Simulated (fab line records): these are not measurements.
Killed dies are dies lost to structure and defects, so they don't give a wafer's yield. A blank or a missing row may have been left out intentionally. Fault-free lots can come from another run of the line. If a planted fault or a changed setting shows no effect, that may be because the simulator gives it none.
fab line records | flow n5-finfet | part 2 of 2: steps 5 to 6 of 6
[record] lots = 24 wafers = 72 last-day = 18
route steps=1938 shown BEOL_M4@1035
lots untouched by any fault: they come from a run of this same line in which no faults occurred
start-h: start of the lot's first displayed wafer, in hours after the record's first day | wait-h: how many hours have passed since the lot's step before this one | " repeats the value in the row above | L1.1+2: one row covering several wafers at once | - no value, or no start given | * or withheld: withheld | < > ~ a bound
route shown NAME@n: NAME is a module with steps in the file, n the number in the route of the first one | usual: mean and standard deviation over wafers with no fault | same: alike in all rows | chamber/n: place in a boat | sites: each site's reading | _std_site: how widely they spread, as a standard deviation | _edge_site: mean of outer sites minus mean of inner sites | radius-mm: for every site, how far away it sits from the centre of the wafer | mask NAME#n: copy n | behind: tool/chamber where the wafer was last shaped | hold: the reason the lot was held/the length of the hold in hours/how it ended | device: the transistor (n, p or np) that didn't switch | end of line: the same wafers' tests at the end of the route | where a step has no rows: the recipe by itself | killed: the dies lost at the first sort to structure and to defects; this is not the yield of the wafer | map: per-die view of a wafer (x killed, . not killed, _ where there is no die)
set.NAME: the run value of the setting; set.NAME@STEP: its run value at that earlier step | model.NAME: the simulator's own value behind a step, which no gauge read
route steps across a sampled set of lots; one table per step, one row per wafer
services: when a tool's chamber went out of use (start-h, in hours from the record's first day, below 0 if earlier), for how many hours, and the reason
[[steps]]
[step N5_BEOL_M4_STRIP_97]
[recipe] chemistry = N2/H2 time-s = 10 power-w = 450 temp-c = 40 pressure-mtorr = 20 rf-frequency-hz = 6e+07 bias-power-w = 7 n2-flow-sccm = 200 h2-flow-sccm = 200
[usual] drypump-motor-current-A = 5.7/0.35 oes-product-au = 0.81/0.081 rf-vpp-V = 59.2/0.91 showerhead-plenum-p-Torr = 2.55/0.089 throttle-valve-pct = 23.6/0.3
// columns lot.wafer tool chamber start-h wait-h drypump-motor-current-A oes-product-au rf-hours-counter-h rf-vpp-V showerhead-plenum-p-Torr throttle-valve-pct
L074.1 rie-diel-03 0 - - 5.5 0.71 195 61.4 2.61 23.9
L074.3 " 2 " " 5.8 0.76 167 58.2 2.44 23.8
L074.5 " 2 " " 5.7 0.76 - 58.5 2.44 23.8
L075.3 rie-diel-01 0 - - 6.2 0.78 126 60.5 2.53 23.5
L075.4 " 0 " " 6.2 0.78 - 57.7 2.53 23.5
L075.6 " 2 " " 6.2 0.95 - 60.1 2.58 23.5
L076.1 rie-diel-03 3 - - 5.6 0.83 70 58.8 2.57 23.5
L076.3 " 1 " " 5.4 0.71 221 59.3 2.37 23.5
L076.6 " 0 " " 5.6 0.71 - 60.2 2.61 24.0
L077.1 rie-diel-01 0 - - 6.2 0.77 133 58.3 2.53 23.5
L077.3 " 3 " " 5.1 0.95 6 59.3 2.70 23.3
L077.5 " 1 " " 5.9 0.78 - 58.4 2.65 23.3
L078.2 rie-diel-05 3 - - 5.3 0.92 12 58.2 2.48 23.8
L078.4 " 0 " " 5.8 0.74 187 59.0 2.52 23.5
L078.5 " 1 " " 5.8 0.88 - 59.2 2.56 23.0
L080.1 rie-diel-03 1 - - 5.4 0.71 223 59.5 2.37 23.5
L080.2 " 0 " " 5.6 0.70 203 60.0 2.61 24.0
L080.6 " 2 " " 5.7 0.75 - 58.6 2.43 23.8
L079.3 rie-diel-03 1 - - 5.4 0.71 223 58.2 2.37 23.5
L079.4 " 3 " " 5.6 0.82 72 59.2 2.57 23.6
L079.6 " 3 " " 5.7 0.83 - 58.7 2.57 23.5
L082.2 rie-diel-05 3 - - 5.3 0.91 21 60.9 2.47 23.9
L082.4 " 1 " " 5.8 0.87 58 60.2 2.56 23.0
L082.6 " 0 " " 5.8 0.74 - 60.2 2.51 23.5
L081.2 rie-diel-01 1 - - 5.9 0.77 126 58.2 2.65 23.3
L081.4 " 0 " " 6.2 0.76 144 58.2 2.52 23.5
L081.5 " 3 " " 5.1 0.90 - 59.8 2.70 23.4
L083.2 rie-diel-01 3 - - 5.1 0.91 18 58.5 2.70 23.3
L083.4 " 2 " " 6.2 0.92 34 60.4 2.57 23.5
L083.5 " 3 " " 5.1 0.90 - 60.3 2.70 23.4
L084.1 rie-diel-03 1 - - 5.4 0.69 232 57.9 2.37 23.5
L084.3 " 0 " " 5.6 0.69 212 59.5 2.61 24.0
L084.4 " 2 " " 5.7 0.73 184 57.2 2.43 23.8
L085.3 rie-diel-01 3 - - 5.1 0.90 23 60.5 2.69 23.4
L085.5 " 1 " " 5.9 0.76 - 58.8 2.64 23.3
L085.6 " 0 " " 6.2 0.76 - 60.0 2.52 23.5
L087.2 rie-diel-01 3 - - 5.1 0.89 24 60.6 2.69 23.4
L087.4 " 0 " " 6.2 0.76 150 59.7 2.52 23.5
L087.6 " 1 " " 5.9 0.77 - 58.7 2.64 23.3
L088.2 rie-diel-01 2 - - 6.2 0.92 43 59.0 2.57 23.6
L088.3 " 3 " " 5.1 0.89 25 59.8 2.69 23.4
L088.5 " 3 " " 5.1 0.89 - 60.1 2.69 23.4
L086.1 rie-diel-03 1 - - 5.4 0.70 242 59.0 2.36 23.5
L086.2 " 0 " " 5.6 0.69 222 59.2 2.60 24.0
L086.5 " 2 " " 5.7 0.73 - 59.1 2.42 23.8
L089.2 rie-diel-05 2 - - 5.9 0.89 42 57.7 2.50 24.5
L089.4 " 0 " " 5.8 0.73 207 60.4 2.51 23.5
L089.6 " 2 " " 5.9 0.89 - 58.1 2.50 24.4
L091.2 rie-diel-01 0 - - 6.2 0.76 156 58.1 2.52 23.5
L091.4 " 2 " " 6.2 0.91 48 60.0 2.57 23.6
L091.6 " 2 " " 6.2 0.89 - 61.0 2.57 23.5
L090.1 rie-diel-01 3 - - 5.1 0.87 34 59.6 2.69 23.4
L090.5 " 3 " " 5.1 0.89 - 57.6 2.69 23.4
L090.6 " 2 " " 6.2 0.90 - 58.9 2.57 23.5
L092.2 rie-diel-01 3 - - 5.1 0.87 35 60.1 2.69 23.4
L092.5 " 2 " " 6.2 0.91 - 59.3 2.57 23.5
L092.6 " 1 " " 5.9 0.76 - 58.6 2.64 23.3
L093.3 rie-diel-03 0 - - 5.5 0.68 231 58.9 2.60 24.0
L093.4 " 0 " " 5.6 0.67 - 58.6 2.60 24.0
L093.5 " 3 " " 5.6 0.81 - 57.5 2.56 23.6
L094.4 rie-diel-03 1 - - 5.4 1.00 - 60.8 2.68 23.5
L094.5 " 3 " " 5.6 0.79 - 58.2 2.55 23.6
L094.6 " 2 " " 5.8 0.72 - 59.7 2.42 23.9
L095.1 rie-diel-05 1 - - 5.8 0.84 79 59.2 2.55 23.0
L095.5 " 2 " " 5.8 0.86 - 58.2 2.49 24.5
L095.6 " 3 " " 5.3 0.86 - 58.6 2.46 23.9
L097.1 rie-diel-01 2 - - 6.2 0.88 69 58.3 2.56 23.6
L097.4 " 1 " " 5.9 0.73 - 59.1 2.63 23.4
L097.5 " 2 " " 6.2 0.88 - 58.2 2.56 23.6
L096.1 rie-diel-05 0 - - 5.8 0.72 229 59.2 2.50 23.5
L096.2 " 3 " " 5.3 0.85 59 58.4 2.46 23.9
L096.3 " 2 " " 5.9 0.85 70 57.8 2.49 24.5
[step N5_BEOL_M4_SPUTTER_48]
[recipe] material = Cu target-thk-a = 45 temp-c = -20 chamber-pressure-pa = 0.07 power-w = withheld time-s = 8.29
[usual] substrate-temp-c = -20.00/0.11 throttle-valve-pct = 30.6/0.73
// columns lot.wafer tool chamber start-h wait-h substrate-temp-c throttle-valve-pct
L074.1 pvd-sputter-02 - 180.37 0.3 -19.94 29.9
L074.3 " - " " -20.21 30.4
L074.5 " - " " -20.13 30.7
L075.3 pvd-sputter-01 - 180.50 0.2 -20.21 31.1
L075.4 " - " " -20.09 30.5
L075.6 " - " " -19.87 31.3
L076.1 pvd-sputter-01 - 195.04 0.3 -19.90 31.8
L076.3 " - " " -20.08 30.5
L076.6 " - " " -20.00 31.4
L077.1 pvd-sputter-02 - 195.44 0.1 -19.94 29.9
L077.3 " - " " -20.00 30.5
L077.5 " - " " -20.02 30.9
L078.2 pvd-sputter-01 - 197.80 0.1 -20.14 31.5
L078.4 " - " " -20.03 30.0
L078.5 " - " " -20.01 30.0
L080.1 pvd-sputter-03 - 199.58 1.2 -19.87 31.0
L080.2 " - " " -20.20 29.7
L080.6 " - " " -20.26 29.6
L079.3 pvd-sputter-02 - 201.22 0.1 -19.87 30.4
L079.4 " - " " -19.93 29.7
L079.6 " - " " -19.96 30.5
L082.2 pvd-sputter-01 - 223.00 0.1 -19.89 31.9
L082.4 " - " " -19.93 30.0
L082.6 " - " " -20.06 30.1
L081.2 pvd-sputter-03 - 223.46 0.1 -19.97 32.2
L081.4 " - " " -20.01 29.2
L081.5 " - " " -19.93 28.8
L083.2 pvd-sputter-02 - 227.55 1.6 -19.80 30.4
L083.4 " - " " -20.10 30.5
L083.5 " - " " -19.94 30.3
L084.1 pvd-sputter-01 - 227.69 1.4 -20.15 30.4
L084.3 " - " " -20.00 30.8
L084.4 " - " " -19.90 31.7
L085.3 pvd-sputter-02 - 248.35 0.4 -19.90 30.6
L085.5 " - " " -20.09 30.3
L085.6 " - " " -19.79 29.9
L087.2 pvd-sputter-01 - 249.48 1.2 -20.12 31.7
L087.4 " - " " -20.10 31.2
L087.6 " - " " -20.09 31.8
L088.2 pvd-sputter-02 - 252.43 0.1 -20.07 30.7
L088.3 " - " " -19.87 30.3
L088.5 " - " " -19.99 30.6
L086.1 pvd-sputter-03 - 255.32 0.1 -20.03 29.8
L086.2 " - " " -19.84 32.0
L086.5 " - " " -19.93 32.0
L089.2 pvd-sputter-03 - 257.63 0.2 -20.04 29.9
L089.4 " - " " -19.91 32.0
L089.6 " - " " -19.95 32.0
L091.2 pvd-sputter-02 - 266.93 0.1 -20.16 30.5
L091.4 " - " " -20.04 30.7
L091.6 " - " " -20.07 30.2
L090.1 pvd-sputter-02 - 275.87 0.1 -19.78 30.7
L090.5 " - " " -19.89 30.3
L090.6 " - " " -20.00 30.5
L092.2 pvd-sputter-02 - 280.63 0.2 -20.05 30.7
L092.5 " - " " -19.97 30.3
L092.6 " - " " -19.75 30.5
L093.3 pvd-sputter-01 - 283.28 0.1 -19.79 30.2
L093.4 " - " " -20.14 31.4
L093.5 " - " " -19.87 30.6
L094.4 pvd-sputter-02 - 299.96 1.4 -20.13 30.2
L094.5 " - " " -19.93 30.6
L094.6 " - " " -20.16 30.6
L095.1 pvd-sputter-03 - 300.68 0.4 -19.97 32.0
L095.5 " - " " -20.04 29.1
L095.6 " - " " -19.95 31.2
L097.1 pvd-sputter-02 - 321.81 0.2 -20.04 30.6
L097.4 " - " " -20.03 30.5
L097.5 " - " " -19.95 29.8
L096.1 pvd-sputter-01 - 324.07 0.1 -20.00 31.7
L096.2 " - " " -20.11 31.1
L096.3 " - " " -20.06 30.2
[[services]]
// columns tool chamber start-h hours kind
rie-diel-03 3 149.91 2.5 repair
ald-sin-04 - 170.99 6.1 pm
ald-sin-02 - 177.62 14.0 pm
rie-diel-05 - 180.40 15.6 pm
ald-sin-02 0 203.30 2.6 repair
ald-sin-01 - 215.63 6.0 pm
ald-sin-01 0 228.73 4.1 repair
ald-sin-02 - 232.28 1.2 repair
ald-sin-04 1 233.35 5.2 repair
ald-sin-04 - 236.40 0.5 repair
rie-diel-03 - 253.52 0.4 repair
rie-diel-05 0 265.47 8.7 repair
ald-sin-04 - 268.37 14.0 pm
rie-diel-05 2 279.25 2.4 repair
ald-sin-04 - 283.88 1.1 repair
rie-diel-05 0 287.52 1.8 repair
rie-diel-01 3 288.67 23.6 repair
pvd-sputter-02 - 288.91 7.9 repair
rie-diel-05 1 290.79 6.3 repair
rie-diel-03 0 293.22 10.1 repair
ald-sin-04 2 299.08 14.3 repair
pvd-sputter-02 - 303.50 6.2 repair
rie-diel-01 0 317.16 9.8 repair
rie-diel-05 1 317.84 8.7 repair
